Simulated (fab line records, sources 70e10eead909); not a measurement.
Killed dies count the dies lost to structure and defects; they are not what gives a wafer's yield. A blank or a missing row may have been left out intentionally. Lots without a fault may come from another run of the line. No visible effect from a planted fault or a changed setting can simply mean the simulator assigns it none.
fab line records + flow nand-harc
[record]
- lots = 5
- wafers = 15
- last-day = 24
route steps=1159 shown P_GATE@185 END@1159
lots that met no fault: taken from a fault-free run of the same line
start-h: start of the lot's first displayed wafer, in hours after the record's first day + wait-h: how many hours have passed since the lot's step before this one + " identical to the entry in the row above + L1.1+2: a single row standing in for several wafers + - no value, or no start was given + * or withheld: withheld + < > ~ a bound
route shown NAME@n: NAME is a module with steps in the file, n the number in the route of the first one + usual: mean/standard deviation of fault-free wafers + same: alike in all rows + chamber/n: place in a boat + sites: per-site readings + _std_site: standard deviation across them + _edge_site: the outer-site mean with the inner-site mean subtracted + radius-mm: for every site, how far away it sits from the centre of the wafer + mask NAME#n: copy n + behind: tool/chamber where the wafer was last shaped + hold: why the lot went on hold/how many hours it stayed there/how the hold came to an end + device: which transistor (n, p or np) failed to switch + end of line: tests of these same wafers at the route's end + for a step that has no rows: nothing shown but its recipe + killed: the dies lost at the first sort to structure and to defects; this is not the yield of the wafer + map: per-die view of a wafer (x killed, . not killed, _ where there is no die)
set.NAME: the setting as run; set.NAME@STEP: as run at that earlier step + model.NAME: the simulator's own value behind a step, which no gauge read
certain route steps with their lots: each step a table, each wafer a row
services: the hour from which a tool's chamber was out of use, counted from the record's first day as start-h (under 0 if before that day), plus the number of hours and why
[[steps]]
[step NHARC_P_GATE_CD_MEAS_59]
[recipe]
- target-cd-nm = 720
- landing-energy-ev = 500
[usual]
- cd-nm = 719.8/1.3
| lot.wafer | tool      | chamber | start-h | wait-h | cd-nm |
|-----------|-----------|---------|---------|--------|-------|
| L872.1    | cd-sem-02 | 0       | 97.18   | -      | 718.4 |
| L872.2    | "         | 0       | "       | "      | 719.0 |
| L872.4    | "         | 0       | "       | "      | 721.4 |
| L877.2    | cd-sem-02 | 0       | 139.78  | -      | 717.1 |
| L877.3    | "         | 0       | "       | "      | 717.6 |
| L877.5    | "         | 0       | "       | "      | 719.3 |
| L883.2    | cd-sem-03 | 0       | 180.83  | -      | 719.9 |
| L883.4    | "         | 0       | "       | "      | 721.5 |
| L883.5    | "         | 0       | "       | "      | 720.9 |
| L895.3    | cd-sem-01 | 0       | 233.98  | -      | 719.3 |
| L895.4    | "         | 0       | "       | "      | 720.7 |
| L895.6    | "         | 0       | "       | "      | 718.9 |
| L894.2    | cd-sem-02 | 0       | 234.29  | -      | 720.5 |
| L894.3    | "         | 0       | "       | "      | 717.8 |
| L894.4    | "         | 0       | "       | "      | 719.4 |
[step NHARC_P_GATE_HARDBAKE_60]
[recipe]
- temp-c = 125
- time-s = 80
[step NHARC_P_GATE_DESCUM_61]
[recipe]
- time-s = 3
- o2-flow-sccm = 200
- ar-flow-sccm = 0
- bias-power-w = 0
- chemistry = O2
[usual]
- chamber-pressure-mTorr = 60.00/0.058
- drypump-motor-current-A = 5.7/0.46
- o2-flow-sccm = 199.9/0.66
- oes-product-au = 1.000/0.0065
- rf-vpp-V = 57.9/0.9
- showerhead-plenum-p-Torr = 1.94/0.089
- throttle-valve-pct = 11.312/0.0084
[same]
- time-s = 3
| lot.wafer | tool        | chamber | start-h | wait-h | chamber-pressure-mTorr | drypump-motor-current-A | o2-flow-sccm | oes-product-au | rf-hours-counter-h | rf-vpp-V | showerhead-plenum-p-Torr | throttle-valve-pct |
|-----------|-------------|---------|---------|--------|------------------------|-------------------------|--------------|----------------|--------------------|----------|--------------------------|--------------------|
| L872.2    | rie-diel-04 | 2       | 97.34   | -      | 60.05                  | 6.6                     | 200.3        | 0.995          | 21                 | 56.0     | 1.84                     | 11.314             |
| L872.1    | "           | 3       | "       | "      | 60.01                  | 5.3                     | 199.9        | 0.992          | 22                 | 57.8     | 2.03                     | 11.319             |
| L872.4    | "           | 1       | "       | "      | 60.07                  | 5.7                     | 199.4        | 0.988          | 22                 | 57.9     | 1.93                     | 11.323             |
| L877.3    | rie-diel-04 | 3       | 139.96  | -      | 60.05                  | 5.3                     | 199.5        | 1.011          | 2                  | 57.9     | 2.03                     | 11.315             |
| L877.2    | "           | 0       | "       | "      | 60.00                  | 5.7                     | 199.7        | 1.022          | 2                  | 57.9     | 2.01                     | 11.315             |
| L877.5    | "           | 2       | "       | "      | 59.96                  | 6.5                     | 199.2        | 1.008          | -                  | 57.2     | 1.83                     | 11.312             |
| L883.2    | rie-diel-04 | 2       | 180.99  | -      | 60.02                  | 6.6                     | 199.3        | 1.002          | 10                 | 57.4     | 1.83                     | 11.324             |
| L883.4    | "           | 3       | "       | "      | 60.00                  | 5.3                     | 199.5        | 1.002          | 9                  | 59.5     | 2.02                     | 11.313             |
| L883.5    | "           | 2       | "       | "      | 60.05                  | 6.6                     | 199.9        | 1.002          | -                  | 58.4     | 1.83                     | 11.313             |
| L895.4    | rie-diel-04 | 2       | 234.16  | -      | 60.08                  | 6.6                     | 200.4        | 0.996          | 21                 | 57.4     | 1.83                     | 11.325             |
| L895.3    | "           | 3       | "       | "      | 59.95                  | 5.3                     | 200.3        | 1.004          | 19                 | 59.3     | 2.02                     | 11.313             |
| L895.6    | "           | 1       | "       | "      | 60.11                  | 5.7                     | 199.5        | 0.995          | -                  | 58.0     | 1.92                     | 11.321             |
| L894.4    | rie-diel-04 | 3       | 234.65  | -      | 59.95                  | 5.3                     | 199.9        | 1.000          | 20                 | 57.4     | 2.02                     | 11.315             |
| L894.3    | "           | 0       | "       | "      | 59.98                  | 5.7                     | 200.5        | 1.007          | 19                 | 57.0     | 2.00                     | 11.311             |
| L894.2    | "           | 1       | "       | "      | 60.07                  | 5.7                     | 199.6        | 0.990          | 18                 | 58.5     | 1.92                     | 11.314             |
[step NHARC_P_GATE_IMPLANT_62]
[recipe]
- energy-kev = 20
- dose-cm2 = 3e+15
- tilt-deg = 7
[step NHARC_P_GATE_STRIP_112]
[recipe]
- power-w = 1500
- temp-c = 110
- time-s = 200
- chemistry = N2/H2
[usual]
- drypump-motor-current-A = 6.2/0.43
- heater-power-w = 88/5.8
[same]
- time-s = 200
| lot.wafer | tool            | chamber | start-h | wait-h | drypump-motor-current-A | heater-power-w | rf-hours-counter-h |
|-----------|-----------------|---------|---------|--------|-------------------------|----------------|--------------------|
| L872.2    | plasma-asher-01 | 1       | 97.71   | 0.2    | 6.6                     | 86             | 57                 |
| L872.1    | "               | 0       | "       | "      | 6.6                     | 92             | 57                 |
| L872.4    | "               | 0       | "       | "      | 6.6                     | 93             | -                  |
| L877.2    | plasma-asher-01 | 1       | 140.35  | 0.2    | 6.6                     | 82             | 7                  |
| L877.3    | "               | 0       | "       | "      | 6.5                     | 87             | -                  |
| L877.5    | "               | 0       | "       | "      | 6.6                     | 88             | -                  |
| L883.2    | plasma-asher-02 | 0       | 181.36  | 0.2    | 5.9                     | 99             | 56                 |
| L883.4    | "               | 1       | "       | "      | 5.6                     | 80             | -                  |
| L883.5    | "               | 1       | "       | "      | 5.6                     | 81             | -                  |
| L895.3    | plasma-asher-02 | 1       | 234.60  | 0.2    | 5.6                     | 80             | -                  |
| L895.4    | "               | 0       | "       | "      | 5.9                     | 95             | -                  |
| L895.6    | "               | 1       | "       | "      | 5.6                     | 81             | -                  |
| L894.2    | plasma-asher-02 | 1       | 235.12  | 0.3    | 5.6                     | 81             | 14                 |
| L894.3    | "               | 1       | "       | "      | 5.6                     | 82             | -                  |
| L894.4    | "               | 0       | "       | "      | 5.8                     | 93             | -                  |
[step NHARC_P_GATE_STRIP_76]
[recipe]
- power-w = 1500
- temp-c = 250
- chemistry = O2
[usual]
- drypump-motor-current-A = 6.2/0.43
- heater-power-w = 328/21
| lot.wafer | tool            | chamber | start-h | wait-h | drypump-motor-current-A | heater-power-w | rf-hours-counter-h |
|-----------|-----------------|---------|---------|--------|-------------------------|----------------|--------------------|
| L872.2    | plasma-asher-01 | 1       | 97.97   | 0.2    | 6.6                     | 322            | 57                 |
| L872.1    | "               | 0       | "       | "      | 6.6                     | 345            | 57                 |
| L872.4    | "               | 0       | "       | "      | 6.6                     | 347            | -                  |
| L877.2    | plasma-asher-01 | 1       | 140.58  | 0.2    | 6.6                     | 326            | 7                  |
| L877.3    | "               | 0       | "       | "      | 6.5                     | 334            | -                  |
| L877.5    | "               | 0       | "       | "      | 6.5                     | 323            | -                  |
| L883.2    | plasma-asher-02 | 0       | 181.63  | 0.2    | 5.9                     | 370            | 56                 |
| L883.4    | "               | 1       | "       | "      | 5.6                     | 302            | -                  |
| L883.5    | "               | 1       | "       | "      | 5.6                     | 306            | -                  |
| L895.3    | plasma-asher-02 | 1       | 234.79  | 0.2    | 5.6                     | 301            | -                  |
| L895.4    | "               | 0       | "       | "      | 5.9                     | 362            | -                  |
| L895.6    | "               | 1       | "       | "      | 5.6                     | 306            | -                  |
| L894.2    | plasma-asher-02 | 1       | 235.38  | 0.2    | 5.6                     | 306            | 14                 |
| L894.3    | "               | 1       | "       | "      | 5.6                     | 295            | -                  |
| L894.4    | "               | 0       | "       | "      | 5.9                     | 354            | -                  |
[step NHARC_P_GATE_STRIP_63]
[recipe]
- time-s = 900
- temp-c = 130
- chemistry = SPM
[step NHARC_P_GATE_DEHYDRATE_83]
[recipe]
- temp-c = 150
- time-s = 120
[step NHARC_P_GATE_HMDS_84]
[recipe]
- time-s = 30
[step NHARC_P_GATE_COAT_85]
[recipe]
- spin-rpm = 3000
[step NHARC_P_GATE_SOFTBAKE_86]
[recipe]
- temp-c = 122
- time-s = 95
[step NHARC_P_GATE_EBR_87]
[step NHARC_P_GATE_EXPOSE_88]
[recipe]
- na = 0.6
- target-cd-nm = 2000
- dose-mj = 11.87
- mask-id = P_HVN
| lot.wafer  | tool           | chamber | start-h | wait-h | mask       |
|------------|----------------|---------|---------|--------|------------|
| L872.1+2+4 | krf-scanner-02 | 0       | 98.62   | -      | P_HVN#0    |
| L877.2+3+5 | krf-scanner-04 | 0       | 141.34  | -      | P_HVN#0    |
| L883.2+4+5 | krf-scanner-02 | 0       | 182.40  | -      | P_HVN_R1#0 |
| L895.3+4+6 | krf-scanner-04 | 0       | 235.55  | -      | P_HVN#0    |
| L894.2+3+4 | krf-scanner-01 | 0       | 236.15  | -      | P_HVN#0    |
[step NHARC_P_GATE_PEB_89]
[recipe]
- peb-temp-c = 118
- peb-time-s = 85
[step NHARC_P_GATE_DEVELOP_90]
[recipe]
- time-s = 70
[step NHARC_P_GATE_CD_MEAS_91]
[recipe]
- target-cd-nm = 2000
- landing-energy-ev = 500
[usual]
- cd-nm = 2000.4/1.2
| lot.wafer | tool      | chamber | start-h | wait-h | hold                     | cd-nm  |
|-----------|-----------|---------|---------|--------|--------------------------|--------|
| L872.1    | cd-sem-03 | 0       | 98.77   | -      | -                        | 1999.8 |
| L872.2    | "         | 0       | "       | "      | -                        | 1999.6 |
| L872.4    | "         | 0       | "       | "      | -                        | 1998.6 |
| L877.2    | cd-sem-01 | 0       | 141.49  | -      | -                        | 2000.6 |
| L877.3    | "         | 0       | "       | "      | -                        | 1998.8 |
| L877.5    | "         | 0       | "       | "      | -                        | 2001.4 |
| L883.2    | cd-sem-02 | 0       | 182.55  | -      | await-dispo/0.2h/release | 2066.8 |
| L883.4    | "         | 0       | "       | "      | await-dispo/0.2h/release | 2066.9 |
| L883.5    | "         | 0       | "       | "      | await-dispo/0.2h/release | 2068.8 |
| L883.2    | cd-sem-02 | 0       | -       | -      | -                        | 2066.5 |
| L883.4    | "         | 0       | "       | "      | -                        | 2067.1 |
| L883.5    | "         | 0       | "       | "      | -                        | 2069.1 |
| L895.3    | cd-sem-03 | 0       | 235.70  | -      | -                        | 2000.5 |
| L895.4    | "         | 0       | "       | "      | -                        | 1999.1 |
| L895.6    | "         | 0       | "       | "      | -                        | 1999.0 |
| L894.2    | cd-sem-01 | 0       | 236.31  | -      | -                        | 2001.2 |
| L894.3    | "         | 0       | "       | "      | -                        | 2000.6 |
| L894.4    | "         | 0       | "       | "      | -                        | 1999.6 |
[step NHARC_END_SORT_01]
[recipe]
- temp-c = 25
[usual]
- defect-limited-yield = 95.2/1.4
- killed-at-array = 28/8.9
- killed-at-other = 0.8/1.2
- killed-at-periphery = 3.3/2.3
- killed-dies = 32/9.4
- killed-open = 3.2/1.8
- killed-short = 1.9/1.4
- sort_bin_2_pct = 1.4/0.56
- sort_bin_3_pct = 0.26/0.21
- sort_bin_4_pct = 3.1/1
- sort-n-pass = 645/9.4
- sort-rim-yield-pct = 95.7/2.4
- sort-yield-pct = 95.2/1.4
[same]
- gross-dies = 677
- sort_bin_5_pct[%] = 0
- sort_bin_6_pct[%] = 0
- sort_bin_7_pct[%] = 0
- sort_bin_8_pct[%] = 0
- sort-rim-n-gross = 106.00
| lot.wafer | tool      | chamber | start-h | wait-h | defect-limited-yield[%] | killed-at-array | killed-at-other | killed-at-periphery | killed-dies | killed-open | killed-short | sort_bin_2_pct[%] | sort_bin_3_pct[%] | sort_bin_4_pct[%] | sort-n-pass | sort-rim-yield-pct[%] | sort-yield-pct[%] |
|-----------|-----------|---------|---------|--------|-------------------------|-----------------|-----------------|---------------------|-------------|-------------|--------------|-------------------|-------------------|-------------------|-------------|-----------------------|-------------------|
| L872.1    | prober-01 | 0       | 448.75  | 2.5    | 97.0                    | 16              | 1               | 3                   | 20          | 2           | 2            | 1.6               | 0                 | 1.3               | 657         | 97.2                  | 97.0              |
| L872.2    | prober-01 | 0       | 449.55  | 2.8    | 96.8                    | 19              | 1               | 2                   | 22          | 0           | 4            | 1.3               | 0.30              | 1.6               | 655         | 92.5                  | 96.8              |
| L872.4    | prober-01 | 0       | 451.14  | 3.4    | 96.8                    | 18              | 1               | 3                   | 22          | 4           | 1            | 1.2               | 0.30              | 1.8               | 655         | 97.2                  | 96.8              |
| L877.2    | prober-01 | 0       | 477.87  | 2.8    | 96.0                    | 24              | 0               | 3                   | 27          | 5           | 1            | 0.9               | 0.44              | 2.7               | 650         | 95.3                  | 96.0              |
| L877.3    | prober-01 | 0       | 478.66  | 3.1    | 94.8                    | 32              | 0               | 3                   | 35          | 3           | 3            | 1.2               | 0.44              | 3.5               | 642         | 95.3                  | 94.8              |
| L877.5    | prober-01 | 0       | 480.24  | 3.7    | 96.0                    | 25              | 0               | 2                   | 27          | 4           | 1            | 1.5               | 0.30              | 2.2               | 650         | 96.2                  | 96.0              |
| L895.3    | prober-01 | 0       | 569.07  | 3.1    | 94.2                    | 36              | 3               | 0                   | 39          | 3           | 0            | 1.3               | 0.59              | 3.8               | 638         | 94.3                  | 94.2              |
| L895.4    | prober-01 | 0       | 569.87  | 3.4    | 93.6                    | 38              | 2               | 3                   | 43          | 2           | 1            | 1.3               | 0.30              | 4.7               | 634         | 94.3                  | 93.6              |
| L895.6    | prober-01 | 0       | 571.46  | 4.0    | 96.2                    | 25              | 1               | 0                   | 26          | 2           | 1            | 1.3               | 0.15              | 2.4               | 651         | 93.4                  | 96.2              |
// killed by level:class
L872.1 A_SLIT:chamber-film-flake=11 A_STAIRCASE:chamber-film-flake=2 P_CONTACT:geometric-particle:open=1 P_M0:geometric-particle:short=1 A_WL_FILL:geometric-particle:short=1 STARTING-WAFER:geometric-particle:open=1 P_M1:chamber-film-flake=1 A_CHANNEL_HOLE_D1:chamber-film-flake=1
L872.2 A_SLIT:chamber-film-flake=13 A_WL_FILL:geometric-particle:short=2 A_CHANNEL_FILL_D1:chamber-film-flake=2 P_GATE:geometric-particle:short=1 P_M1:geometric-particle:short=1 A_STAIRCASE:chamber-film-flake=1 A_CONTACT:chamber-film-flake=1 THIN_TSV:chamber-film-flake=1
L872.4 A_SLIT:chamber-film-flake=11 A_CONTACT:geometric-particle:open=2 P_CONTACT:geometric-particle:open=1 A_CHANNEL_HOLE_D1:geometric-particle:short=1 A_CHANNEL_FILL_D1:geometric-particle:open=1 P_STI:chamber-film-flake=1 P_M1:chamber-film-flake=1 A_CHANNEL_HOLE_D1:chamber-film-flake=1
L877.2 A_SLIT:chamber-film-flake=9 A_CONTACT:geometric-particle:open=4 A_CHANNEL_HOLE_D1:chamber-film-flake=4 A_CONTACT:chamber-film-flake=3 P_ZERO_WELL:chamber-film-flake=2 A_SOURCE_PLATE:geometric-particle:open=1 A_M0:geometric-particle:short=1 P_STI:chamber-film-flake=1
L877.3 A_SLIT:chamber-film-flake=11 A_CHANNEL_HOLE_D1:chamber-film-flake=8 A_CONTACT:chamber-film-flake=6 A_ONON_D1:geometric-particle:open=2 P_M0:geometric-particle:short=1 P_M1:geometric-particle:open=1 A_ONON_D1:geometric-particle:short=1 A_SGD_CUT:geometric-particle:short=1
L877.5 A_SLIT:chamber-film-flake=9 A_CHANNEL_HOLE_D1:chamber-film-flake=5 A_STAIRCASE:chamber-film-flake=3 A_CONTACT:chamber-film-flake=3 A_ONON_D1:geometric-particle:open=2 A_CONTACT:geometric-particle:open=2 P_ZERO_WELL:chamber-film-flake=2 A_ONON_D1:geometric-particle:short=1
L895.3 A_SLIT:chamber-film-flake=17 A_CHANNEL_HOLE_D1:chamber-film-flake=11 THIN_TSV:chamber-film-flake=3 A_CONTACT:geometric-particle:open=2 A_WL_FILL:chamber-film-flake=2 A_M0:geometric-particle:open=1 A_ZERO_WELL:chamber-film-flake=1 A_SGD_CUT:chamber-film-flake=1
L895.4 A_SLIT:chamber-film-flake=20 A_CHANNEL_HOLE_D1:chamber-film-flake=8 A_CONTACT:chamber-film-flake=4 P_GATE:chamber-film-flake=2 A_WL_FILL:chamber-film-flake=2 THIN_TSV:chamber-film-flake=2 P_M1:geometric-particle:open=1 A_SGD_CUT:geometric-particle:short=1
L895.6 A_SLIT:chamber-film-flake=14 A_CHANNEL_HOLE_D1:chamber-film-flake=5 A_CONTACT:geometric-particle:open=1 A_M0:geometric-particle:open=1 A_M0:geometric-particle:short=1 A_CHANNEL_FILL_D1:chamber-film-flake=1 A_STAIRCASE:chamber-film-flake=1 A_WL_FILL:chamber-film-flake=1
[[services]]
| tool            | chamber | start-h | hours | kind       |
|-----------------|---------|---------|-------|------------|
| rie-diel-04     | 2       | 83.07   | 9.1   | repair     |
| krf-scanner-01  | -       | 84.00   | 4.0   | pm         |
| rie-diel-04     | 0       | 91.35   | -     | clean      |
| rie-diel-04     | 1       | 91.35   | -     | clean      |
| rie-diel-04     | 3       | 91.35   | -     | clean      |
| plasma-asher-01 | -       | 99.77   | 9.0   | pm         |
| krf-scanner-01  | -       | 107.98  | 0.2   | repair     |
| krf-scanner-01  | -       | 108.38  | 0.6   | repair     |
| rie-diel-04     | -       | 111.90  | 9.0   | pm         |
| rie-diel-04     | 0       | 111.90  | 9.0   | vent-cycle |
| rie-diel-04     | 1       | 111.90  | 9.0   | vent-cycle |
| rie-diel-04     | 2       | 111.90  | 9.0   | vent-cycle |
| rie-diel-04     | 3       | 111.90  | 9.0   | vent-cycle |
| rie-diel-04     | 0       | 120.90  | -     | clean      |
| krf-scanner-04  | -       | 126.00  | 4.0   | pm         |
| krf-scanner-01  | -       | 146.37  | 0.3   | repair     |
| krf-scanner-01  | -       | 181.26  | 9.5   | repair     |
| plasma-asher-02 | -       | 183.85  | 9.0   | pm         |
| plasma-asher-02 | 0       | 183.85  | 9.0   | vent-cycle |
| plasma-asher-02 | 1       | 183.85  | 9.0   | vent-cycle |
| plasma-asher-02 | 0       | 192.85  | -     | clean      |
| plasma-asher-02 | 1       | 192.85  | -     | clean      |
| rie-diel-04     | 1       | 206.97  | 14.9  | repair     |
| krf-scanner-02  | -       | 210.02  | 4.0   | pm         |
[[key]]
[first-sign]
- step = NHARC_P_GATE_EXPOSE_88
- reading = mask
- direction = changed
[effect]
- step = NHARC_P_GATE_CD_MEAS_91
- reading = visit
- direction = added
[effect]
- step = NHARC_P_GATE_CD_MEAS_91
- reading = cd-nm
- direction = up
- sigmas = 57
- usual = 2000.4
- struck = 2067.5
met-at NHARC_P_GATE_EXPOSE_88
struck-wafers L883.2,L883.4,L883.5
scrapped-behind NHARC_P_GATE_CD_MEAS_91 L883.2,L883.4,L883.5
onset-between 98.62 182.40
[fault]
- kind = wrong-mask
- tool = any
- chamber = -
- onset-h = 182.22
- steps = NHARC_P_GATE_EXPOSE_88
- aux-copy = P_HVN_R1#0
- cd-offset-nm = 67.529
- scope = struck-lots-only
